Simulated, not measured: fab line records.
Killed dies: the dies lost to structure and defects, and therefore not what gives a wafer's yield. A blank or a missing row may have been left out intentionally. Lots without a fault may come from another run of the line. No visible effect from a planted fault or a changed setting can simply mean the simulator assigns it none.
Matching of chambers || flow nand_harc || rie_si-01 running NHARC_A_ZERO_WELL_ETCH_13: 4 sister chambers
The step etches the open film in HBr/Cl2, target depth 120 nm, time 40.1 s. 4 wafers are shown with their chamber, then 11 later ones without.

WAFERS, EACH WITH ITS CHAMBER
{"wafer": "L087.6", "chamber": 1, "drypump_motor_current_A (A)": 5.5}
{"wafer": "L090.2", "chamber": 0, "drypump_motor_current_A (A)": 6.5}
{"wafer": "L090.5", "chamber": 3, "drypump_motor_current_A (A)": 5.5}
{"wafer": "L092.2", "chamber": 2, "drypump_motor_current_A (A)": 6.3}

WAFERS WITH NO CHAMBER GIVEN
{"wafer": "L092.5", "drypump_motor_current_A (A)": 5.5}
{"wafer": "L092.6", "drypump_motor_current_A (A)": 6.3}
{"wafer": "L093.1", "drypump_motor_current_A (A)": 6.3}
{"wafer": "L093.2", "drypump_motor_current_A (A)": 5.5}
{"wafer": "L093.5", "drypump_motor_current_A (A)": 6.5}
{"wafer": "L096.2", "drypump_motor_current_A (A)": 5.5}
{"wafer": "L096.5", "drypump_motor_current_A (A)": 5.4}
{"wafer": "L096.6", "drypump_motor_current_A (A)": 6.3}
{"wafer": "L097.3", "drypump_motor_current_A (A)": 5.4}
{"wafer": "L097.4", "drypump_motor_current_A (A)": 6.3}
{"wafer": "L097.6", "drypump_motor_current_A (A)": 6.5}

WHICH CHAMBER EACH ONE RAN IN
{"wafer": "L092.5", "from the rows above": "can't be placed: 1 or 3", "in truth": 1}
{"wafer": "L092.6", "from the rows above": 2, "in truth": 2}
{"wafer": "L093.1", "from the rows above": 2, "in truth": 2}
{"wafer": "L093.2", "from the rows above": "can't be placed: 1 or 3", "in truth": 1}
{"wafer": "L093.5", "from the rows above": 0, "in truth": 0}
{"wafer": "L096.2", "from the rows above": "can't be placed: 1 or 3", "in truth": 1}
{"wafer": "L096.5", "from the rows above": "can't be placed: 1 or 3", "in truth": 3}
{"wafer": "L096.6", "from the rows above": 2, "in truth": 2}
{"wafer": "L097.3", "from the rows above": "can't be placed: 1 or 3", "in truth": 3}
{"wafer": "L097.4", "from the rows above": 2, "in truth": 2}
{"wafer": "L097.6", "from the rows above": 0, "in truth": 0}
Correct placement for 6 of the 11. From these rows, 5 cannot be placed; in 5 the true chamber is one of the candidates. Placed wrongly: 0.
How it was worked out, from the rows above alone: a wafer's distance from a chamber is the root of the sum, over the readings, of the square of ((its reading less the chamber's mean) divided by the reading's scatter). The wafer belongs to the nearest chamber; if the next one is less than 2 further off, it can't be placed. A chamber's mean is the mean of its shown wafers. The scatter: with one shown wafer a chamber, the root of the mean of the squares of how far each hidden wafer lies from its nearest shown one.
